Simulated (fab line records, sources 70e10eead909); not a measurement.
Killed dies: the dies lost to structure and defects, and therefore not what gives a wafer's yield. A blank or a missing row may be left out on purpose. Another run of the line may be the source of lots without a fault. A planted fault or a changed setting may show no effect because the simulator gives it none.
What tool caused it? -- flow nandHarc -- 24 lots with 72 wafers sampled at 6 steps, on a route of 1302 steps

## WHAT THE GAUGES SHOWED, per wafer
The record lacks any reading of a measuring or inspecting step that a usual standard deviation could be used to judge.

## WHICH TOOL RAN EACH LOT (tool, then ch and the chambers of the sampled wafers, then the start)
lot,NHARC_A_STAIRCASE_TRIM_202,NHARC_A_STAIRCASE_ETCH_221,NHARC_A_STAIRCASE_ETCH_230,NHARC_A_STAIRCASE_DEP_259,NHARC_A_STAIRCASE_ETCH_292,NHARC_A_STAIRCASE_ALD_420
L074,"rieDiel-08 ch 0,1,2, day 16 14:32 or earlier","rieDiel-02 ch 0,1,3, day 16 14:32 or earlier","rieDiel-08 ch 1,2,3, day 16 14:32 or earlier","pecvd-04 ch 0,2, day 16 14:32","rieDiel-08 ch 0,1,2, day 17 02:19","aldHk-01 ch 0,2,3, day 17 14:19"
L076,"rieDiel-02 ch 1,2,3, day 17 03:26 or earlier","rieDiel-09 ch 2,3, day 17 03:26 or earlier","rieDiel-02 ch 0,3, day 17 03:26 or earlier","pecvd-03 ch 1,2, day 17 03:26","rieDiel-09 ch 0,1,3, day 17 10:25","aldHk-04 ch 1,2, day 17 22:22"
L075,"rieDiel-08 ch 0,3, day 17 03:39 or earlier","rieDiel-09 ch 0,2,3, day 17 03:39 or earlier","rieDiel-08 ch 1,3, day 17 03:39 or earlier","pecvd-03 ch 0,1,2, day 17 03:39","rieDiel-08 ch 0,1,3, day 17 11:10","aldHk-01 ch 1,2, day 18 02:35"
L077,"rieDiel-08 ch 1,2,3, day 17 19:57 or earlier","rieDiel-09 ch 1,2,3, day 17 19:57 or earlier","rieDiel-09 ch 0,1, day 17 19:57 or earlier","pecvd-04 ch 0,1,2, day 17 19:57","rieDiel-08 ch 1,2,3, day 18 06:32","aldHk-03 ch 0,1, day 18 19:24"
L078,"rieDiel-09 ch 0,3, day 17 20:43 or earlier","rieDiel-09 ch 1,2, day 17 20:43 or earlier","rieDiel-09 ch 1,2, day 17 20:43 or earlier","pecvd-03 ch 0,2, day 17 20:43","rieDiel-09 ch 0,2,3, day 18 06:40","aldHk-03 ch 0,2, day 18 20:31"
L079,"rieDiel-02 ch 0,1,3, day 18 07:55 or earlier","rieDiel-02 ch 1,2, day 18 07:55 or earlier","rieDiel-08 ch 0,3, day 18 07:55 or earlier","pecvd-04 ch 0,1, day 18 07:55","rieDiel-08 ch 0,1, day 18 15:43","aldHk-03 ch 0,2, day 19 04:59"
L080,"rieDiel-09 ch 1,2, day 18 09:35 or earlier","rieDiel-09 ch 2,3, day 18 09:35 or earlier","rieDiel-02 ch 0,1,3, day 18 09:35 or earlier","pecvd-04 ch 1,2, day 18 09:35","rieDiel-09 ch 0,2,3, day 18 17:32","aldHk-01 ch 0,2, day 19 05:09"
L081,"rieDiel-02 ch 0,1,3, day 19 06:48 or earlier","rieDiel-09 ch 0,1,2, day 19 06:48 or earlier","rieDiel-09 ch 0,3, day 19 06:48 or earlier","pecvd-02 ch 0,2, day 19 06:48","rieDiel-09 ch 1,2,3, day 19 14:34","aldHk-03 ch 1,2,3, day 20 03:28"
L082,"rieDiel-08 ch 1,3, day 20 05:24 or earlier","rieDiel-08 ch 0,1, day 20 05:24 or earlier","rieDiel-02 ch 0,1,2, day 20 05:24 or earlier","pecvd-03 ch 0,1,2, day 20 05:24","rieDiel-08 ch 1,2,3, day 20 12:19","aldHk-04 ch 0,2,3, day 21 04:29"
L083,"rieDiel-08 ch 1,2, day 20 05:27 or earlier","rieDiel-08 ch 0,1,3, day 20 05:27 or earlier","rieDiel-09 ch 0,2, day 20 05:27 or earlier","pecvd-02 ch 1,2, day 20 05:27","rieDiel-08 ch 0,1,3, day 20 12:37","aldHk-03 ch 2,3, day 21 03:56"
L084,"rieDiel-08 ch 0,2,3, day 20 07:16 or earlier","rieDiel-09 ch 0,1, day 20 07:16 or earlier","rieDiel-08 ch 1,2, day 20 07:16 or earlier","pecvd-03 ch 1,2, day 20 07:16","rieDiel-09 ch 0,1, day 20 13:59","aldHk-01 ch 0,1,2, day 21 04:39"
L085,"rieDiel-02 ch 0,1, day 20 23:13 or earlier","rieDiel-09 ch 0,3, day 20 23:13 or earlier","rieDiel-02 ch 0,1,2, day 20 23:13 or earlier","pecvd-04 ch 0,2, day 20 23:13","rieDiel-09 ch 2,3, day 21 06:54","aldHk-01 ch 0,1,2, day 21 20:34"
L087,"rieDiel-08 ch 1,2,3, day 21 10:38 or earlier","rieDiel-09 ch 0,2,3, day 21 10:38 or earlier","rieDiel-08 ch 1,2,3, day 21 10:38 or earlier","pecvd-02 ch 0,1,2, day 21 10:38","rieDiel-02 ch 0,1,3, day 21 18:04","aldHk-04 ch 0,2,3, day 22 07:32"
L086,"rieDiel-08 ch 1,2,3, day 21 10:52 or earlier","rieDiel-02 ch 0,1,2, day 21 10:52 or earlier","rieDiel-08 ch 1,2, day 21 10:52 or earlier","pecvd-03 ch 0,1,2, day 21 10:52","rieDiel-02 ch 1,2, day 21 19:11","aldHk-03 ch 0,1,3, day 22 08:00"
L088,"rieDiel-08 ch 1,2,3, day 22 06:18 or earlier","rieDiel-08 ch 0,3, day 22 06:18 or earlier","rieDiel-08 ch 1,2,3, day 22 06:18 or earlier","pecvd-04 ch 0,1, day 22 06:18","rieDiel-08 ch 1,2,3, day 22 13:12","aldHk-04 ch 0,1,3, day 23 01:40"
L089,"rieDiel-08 ch 1,2, day 22 07:00 or earlier","rieDiel-08 ch 0,3, day 22 07:00 or earlier","rieDiel-02 ch 0,1, day 22 07:00 or earlier","pecvd-03 ch 0,1,2, day 22 07:00","rieDiel-08 ch 0,3, day 22 14:49","aldHk-04 ch 0,1,3, day 23 09:24"
L090,"rieDiel-02 ch 1,2,3, day 23 07:28 or earlier","rieDiel-08 ch 0,2,3, day 23 07:28 or earlier","rieDiel-08 ch 0,1,3, day 23 07:28 or earlier","pecvd-02 ch 0,2, day 23 07:28","rieDiel-02 ch 0,2,3, day 23 15:58","aldHk-01 ch 1,2,3, day 24 08:59"
L091,"rieDiel-08 ch 0,1,3, day 23 13:02 or earlier","rieDiel-08 ch 0,2,3, day 23 13:02 or earlier","rieDiel-08 ch 2,3, day 23 13:02 or earlier","pecvd-03 ch 0,1,2, day 23 13:02","rieDiel-02 ch 1,2,3, day 23 23:59","aldHk-03 ch 0,2,3, day 24 15:04"
L092,"rieDiel-09 ch 0,2, day 24 10:12 or earlier","rieDiel-02 ch 0,1,3, day 24 10:12 or earlier","rieDiel-08 ch 0,1,2, day 24 10:12 or earlier","pecvd-04 ch 0,1,2, day 24 10:12","rieDiel-08 ch 0,2, day 24 20:41","aldHk-03 ch 0,2,3, day 25 10:29"
L094,"rieDiel-02 ch 1,2, day 24 13:59 or earlier","rieDiel-09 ch 0,2,3, day 24 13:59 or earlier","rieDiel-02 ch 0,1,3, day 24 13:59 or earlier","pecvd-04 ch 1,2, day 24 13:59","rieDiel-08 ch 0,2, day 24 22:32","aldHk-04 ch 1,2,3, day 25 12:37"
L093,"rieDiel-08 ch 2,3, day 24 14:33 or earlier","rieDiel-08 ch 0,1,2, day 24 14:33 or earlier","rieDiel-08 ch 2,3, day 24 14:33 or earlier","pecvd-03 ch 0,1,2, day 24 14:33","rieDiel-09 ch 0,2,3, day 24 23:20","aldHk-03 ch 1,2,3, day 25 12:56"
L095,"rieDiel-08 ch 0,1,2, day 25 09:36 or earlier","rieDiel-08 ch 1,2,3, day 25 09:36 or earlier","rieDiel-02 ch 1,2,3, day 25 09:36 or earlier","pecvd-04 ch 0,1,2, day 25 09:36","rieDiel-09 ch 1,3, day 25 16:57","aldHk-04 ch 1,2, day 26 06:28"
L097,"rieDiel-08 ch 0,1,3, day 25 14:58 or earlier","rieDiel-02 ch 0,1,2, day 25 14:58 or earlier","rieDiel-08 ch 1,2,3, day 25 14:58 or earlier","pecvd-03 ch 1,2, day 25 14:58","rieDiel-09 ch 0,1,2, day 25 21:47","aldHk-01 ch 0,1,2, day 26 09:40"
L096,"rieDiel-02 ch 0,1,3, day 25 16:38 or earlier","rieDiel-09 ch 0,1,3, day 25 16:38 or earlier","rieDiel-08 ch 0,1,3, day 25 16:38 or earlier","pecvd-04 ch 0,1,2, day 25 16:38","rieDiel-08 ch 0,3, day 25 23:48","aldHk-03 ch 1,2, day 26 11:52"
- NHARC_A_STAIRCASE_TRIM_202: chemistry O2, time 211.2 s.
- NHARC_A_STAIRCASE_ETCH_221: etches the open film in C4F8/O2, target depth 100 nm, time 40.5 s.
- NHARC_A_STAIRCASE_ETCH_230: etches the open film in C4F8/O2, target depth 100 nm, time 40.5 s.
- NHARC_A_STAIRCASE_DEP_259: deposits SiON, target thk 30 nm.
- NHARC_A_STAIRCASE_ETCH_292: etches the open film in CF4/CHF3.
- NHARC_A_STAIRCASE_ALD_420: deposits SiO2, target thk 20 nm, pulse time 6 s, ald cycles 200.

## WHAT THE TOOLS THEMSELVES READ (means of the sampled wafers that have a number; where no wafer has one, the mark that the record gives instead)
NHARC_A_STAIRCASE_TRIM_202. Usual: drypumpMotorCurrentA 5.6 A, standard deviation 0.52; oesProductAu 1.002 a.u., standard deviation 0.0096; rfVppV 57.9 V, standard deviation 0.83; showerheadPlenumPTorr 3.56 Torr, standard deviation 0.14; throttleValvePct 17.036 %, standard deviation 0.0096.
lot,tool,drypumpMotorCurrentA (A),oesProductAu (a.u.),rfVppV (V),showerheadPlenumPTorr (Torr),throttleValvePct (%),flag
L074,rieDiel-08,5.6,0.995,58.6,3.57,17.032,
L076,rieDiel-02,5.6,1.001,58.5,3.53,17.033,
L075,rieDiel-08,5.1,1.013,58.2,3.48,17.044,
L077,rieDiel-08,5.4,1.006,58.0,3.60,17.034,
L078,rieDiel-09,5.7,1.001,58.1,3.67,17.037,
L079,rieDiel-02,6.0,1.009,57.2,3.58,17.025,
L080,rieDiel-09,5.8,0.988,57.5,3.42,17.040,
L081,rieDiel-02,6.0,1.000,57.1,3.57,17.034,
L082,rieDiel-08,5.3,1.013,59.6,3.68,17.037,
L083,rieDiel-08,5.6,0.995,57.7,3.58,17.041,
L084,rieDiel-08,5.3,1.015,57.2,3.46,17.041,
L085,rieDiel-02,6.4,0.995,58.0,3.63,17.034,
L087,rieDiel-08,5.4,1.013,58.1,3.58,17.038,
L086,rieDiel-08,5.3,0.999,57.5,3.58,17.027,
L088,rieDiel-08,5.4,1.001,57.3,3.58,17.039,
L089,rieDiel-08,5.6,1.005,58.1,3.67,17.040,
L090,rieDiel-02,5.7,0.989,57.9,3.50,17.037,
L091,rieDiel-08,5.4,1.006,57.6,3.54,17.032,
L092,rieDiel-09,5.8,0.987,58.2,3.74,17.043,
L094,rieDiel-02,6.1,0.994,57.6,3.57,17.028,
L093,rieDiel-08,5.4,1.002,57.6,3.48,17.036,
L095,rieDiel-08,5.6,0.999,57.6,3.53,17.034,
L097,rieDiel-08,5.4,1.006,57.3,3.53,17.040,
L096,rieDiel-02,6.0,0.995,57.4,3.54,17.028,

NHARC_A_STAIRCASE_ETCH_221. Usual: oesProductAu 0.936 a.u., standard deviation 0.014; rfVppV 896 V, standard deviation 5.7.
lot,tool,oesProductAu (a.u.),rfVppV (V),flag
L074,rieDiel-02,0.944,897,
L076,rieDiel-09,0.931,890,
L075,rieDiel-09,0.929,895,
L077,rieDiel-09,0.951,893,
L078,rieDiel-09,0.936,892,
L079,rieDiel-02,0.938,899,
L080,rieDiel-09,0.941,892,
L081,rieDiel-09,0.912,895,
L082,rieDiel-08,0.928,901,
L083,rieDiel-08,0.933,897,
L084,rieDiel-09,0.918,900,
L085,rieDiel-09,0.945,900,
L087,rieDiel-09,0.954,895,
L086,rieDiel-02,0.930,900,
L088,rieDiel-08,0.946,892,
L089,rieDiel-08,0.947,892,
L090,rieDiel-08,0.927,892,
L091,rieDiel-08,0.946,893,
L092,rieDiel-02,0.929,897,
L094,rieDiel-09,0.924,901,
L093,rieDiel-08,0.954,896,
L095,rieDiel-08,0.935,898,
L097,rieDiel-02,0.952,900,
L096,rieDiel-09,0.925,897,

NHARC_A_STAIRCASE_ETCH_230. Usual: oesProductAu 0.957 a.u., standard deviation 0.019; rfVppV 896 V, standard deviation 5.2.
lot,tool,oesProductAu (a.u.),rfVppV (V),flag
L074,rieDiel-08,0.958,898,
L076,rieDiel-02,0.960,895,
L075,rieDiel-08,0.966,902,
L077,rieDiel-09,0.936,901,
L078,rieDiel-09,0.957,892,
L079,rieDiel-08,0.972,892,
L080,rieDiel-02,0.980,898,
L081,rieDiel-09,0.949,900,
L082,rieDiel-02,0.925,901,
L083,rieDiel-09,0.921,892,
L084,rieDiel-08,0.959,898,
L085,rieDiel-02,0.970,900,
L087,rieDiel-08,0.973,897,
L086,rieDiel-08,0.970,897,
L088,rieDiel-08,0.943,897,
L089,rieDiel-02,0.945,899,
L090,rieDiel-08,0.948,896,
L091,rieDiel-08,0.964,893,
L092,rieDiel-08,0.960,896,
L094,rieDiel-02,0.956,897,
L093,rieDiel-08,0.938,894,
L095,rieDiel-02,0.968,894,
L097,rieDiel-08,0.972,897,
L096,rieDiel-08,0.975,896,

NHARC_A_STAIRCASE_DEP_259. Usual: heaterPowerW reads 757 W (standard deviation 92).
lot,tool,heaterPowerW (W),flag
L074,pecvd-04,757,
L076,pecvd-03,684,
L075,pecvd-03,721,
L077,pecvd-04,761,
L078,pecvd-03,796,
L079,pecvd-04,768,
L080,pecvd-04,834,
L081,pecvd-02,746,
L082,pecvd-03,693,
L083,pecvd-02,692,
L084,pecvd-03,684,
L085,pecvd-04,757,
L087,pecvd-02,746,
L086,pecvd-03,737,
L088,pecvd-04,764,
L089,pecvd-03,771,
L090,pecvd-02,750,
L091,pecvd-03,776,
L092,pecvd-04,735,
L094,pecvd-04,707,
L093,pecvd-03,701,
L095,pecvd-04,801,
L097,pecvd-03,672,
L096,pecvd-04,771,

NHARC_A_STAIRCASE_ETCH_292. Usual: drypumpMotorCurrentA 5.5 A, standard deviation 0.57; oesProductAu 0.945 a.u., standard deviation 0.023; rfVppV 370.6 V, standard deviation 2.3; showerheadPlenumPTorr 1.58 Torr, standard deviation 0.065; throttleValvePct 16.803 %, standard deviation 0.0092.
lot,tool,drypumpMotorCurrentA (A),oesProductAu (a.u.),rfVppV (V),showerheadPlenumPTorr (Torr),throttleValvePct (%),flag
L074,rieDiel-08,5.6,0.979,371.0,1.59,16.813,
L076,rieDiel-09,5.7,0.953,371.5,1.60,16.799,
L075,rieDiel-08,5.4,0.931,371.1,1.59,16.797,
L077,rieDiel-08,5.3,0.940,371.8,1.60,16.803,
L078,rieDiel-09,5.3,0.919,370.1,1.57,16.803,
L079,rieDiel-08,5.6,0.918,373.0,1.63,16.799,
L080,rieDiel-09,5.3,0.964,370.3,1.57,16.799,
L081,rieDiel-09,5.3,0.945,369.1,1.53,16.799,
L082,rieDiel-08,5.3,0.967,371.4,1.60,16.801,
L083,rieDiel-08,5.4,0.966,370.0,1.58,16.804,
L084,rieDiel-09,6.1,0.969,371.8,1.62,16.814,
L085,rieDiel-09,4.9,0.917,368.2,1.49,16.814,
L087,rieDiel-02,6.0,0.962,370.1,1.59,16.807,
L086,rieDiel-02,6.1,0.917,371.6,1.60,16.795,
L088,rieDiel-08,5.3,0.973,370.5,1.59,16.799,
L089,rieDiel-08,5.3,0.971,369.2,1.52,16.799,
L090,rieDiel-02,5.8,0.974,371.5,1.58,16.792,
L091,rieDiel-02,5.6,0.917,369.9,1.56,16.811,
L092,rieDiel-08,5.5,0.931,369.0,1.52,16.806,
L094,rieDiel-08,5.6,0.957,368.3,1.52,16.804,
L093,rieDiel-09,5.3,0.913,373.2,1.64,16.807,
L095,rieDiel-09,5.7,0.920,369.9,1.55,16.802,
L097,rieDiel-09,5.8,0.953,372.5,1.63,16.806,
L096,rieDiel-08,5.1,0.943,368.8,1.53,16.792,

NHARC_A_STAIRCASE_ALD_420. Usual: heaterPowerW 450 W, standard deviation 38; precursorPulseHeightRel 0.999, standard deviation 0.02.
lot,tool,heaterPowerW (W),precursorPulseHeightRel,flag
L074,aldHk-01,465,1.002,
L076,aldHk-04,431,1.012,
L075,aldHk-01,455,0.996,
L077,aldHk-03,474,1.000,
L078,aldHk-03,452,0.979,
L079,aldHk-03,460,1.012,
L080,aldHk-01,477,0.993,
L081,aldHk-03,428,0.977,
L082,aldHk-04,456,1.023,
L083,aldHk-03,417,0.984,
L084,aldHk-01,461,1.009,
L085,aldHk-01,466,1.019,
L087,aldHk-04,462,1.012,
L086,aldHk-03,447,0.980,
L088,aldHk-04,457,1.009,
L089,aldHk-04,452,0.997,
L090,aldHk-01,449,0.994,
L091,aldHk-03,434,0.993,
L092,aldHk-03,433,1.006,
L094,aldHk-04,465,1.011,
L093,aldHk-03,427,1.004,
L095,aldHk-04,427,1.004,
L097,aldHk-01,459,0.997,
L096,aldHk-03,451,0.992,

## THE ANSWER, worked out from the rows above alone
Rule: take the mean of a lot's wafers that have a number; if it is more than 3 standard deviations from the usual mean, the lot is off. A lot without any number at a reading at which 4 lots or more have one is off too. Where the step has rows for the other lots, those lots are counted as sound. The gauges are gone through in route order, then the tools' own readings, and for those a lot's mean is taken as printed above. At the first step where some lot is off, the reading lying furthest off is the one used; lots without a number count as furthest.
Across all readings shown, no lot is off: no conclusion can be drawn from this.

## WHAT THE SIMULATOR HAD INSERTED
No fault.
